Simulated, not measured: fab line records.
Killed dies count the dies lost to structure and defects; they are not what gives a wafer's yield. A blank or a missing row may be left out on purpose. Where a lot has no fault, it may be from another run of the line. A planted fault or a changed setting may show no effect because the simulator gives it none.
Chamber matching + flow nand_harc + NHARC_A_STAIRCASE_TRIM_187 on rie_diel-13 has 4 sister chambers
The step chemistry O2, time 211.2 s. 8 wafers are shown with their chamber, then 11 later ones without.

## EACH WAFER AND ITS CHAMBER
| wafer  | chamber | showerhead_plenum_p_Torr (Torr) | drypump_motor_current_A (A) |
|--------|---------|---------------------------------|-----------------------------|
| L083.5 | 0       | 3.61                            | 5.9                         |
| L086.2 | 0       | 3.60                            | 5.9                         |
| L089.5 | 1       | 3.77                            | 5.7                         |
| L089.6 | 2       | 3.37                            | 6.4                         |
| L085.1 | 3       | 3.50                            | 5.4                         |
| L085.3 | 1       | 3.77                            | 5.7                         |
| L085.5 | 3       | 3.50                            | 5.4                         |
| L091.3 | 2       | 3.37                            | 6.3                         |

## WAFERS WITH NO CHAMBER GIVEN
| wafer  | showerhead_plenum_p_Torr (Torr) | drypump_motor_current_A (A) |
|--------|---------------------------------|-----------------------------|
| L091.5 | 3.37                            | 6.4                         |
| L091.6 | 3.49                            | 5.4                         |
| L093.2 | 3.49                            | 5.4                         |
| L093.4 | 3.76                            | 5.7                         |
| L093.6 | 3.59                            | 5.9                         |
| L094.1 | 3.76                            | 5.7                         |
| L094.2 | 3.49                            | 5.4                         |
| L094.5 | 3.37                            | 6.3                         |
| L097.1 | 3.75                            | 5.7                         |
| L097.2 | 3.36                            | 6.3                         |
| L097.3 | 3.59                            | 5.9                         |

## CHAMBER TAKEN BY EACH
| wafer  | from the rows above | in truth |
|--------|---------------------|----------|
| L091.5 | 2                   | 2        |
| L091.6 | 3                   | 3        |
| L093.2 | 3                   | 3        |
| L093.4 | 1                   | 1        |
| L093.6 | 0                   | 0        |
| L094.1 | 1                   | 1        |
| L094.2 | 3                   | 3        |
| L094.5 | 2                   | 2        |
| L097.1 | 1                   | 1        |
| L097.2 | 2                   | 2        |
| L097.3 | 0                   | 0        |
Placed correctly: 11 of 11. Can't be placed from these rows: 0. Number placed wrongly: 0.
How it was worked out, from the rows above alone: a wafer's distance from a chamber is the root of the sum, over the readings, of the square of ((its reading less the chamber's mean) divided by the reading's scatter). The wafer belongs to the nearest chamber; if the next one is less than 2 further off, it can't be placed. Each chamber's mean is taken over the wafers shown for it. The scatter is the square root of a quotient: the sum, over the shown wafers, of each reading's squared deviation from its chamber's mean, divided by wafers minus chambers.
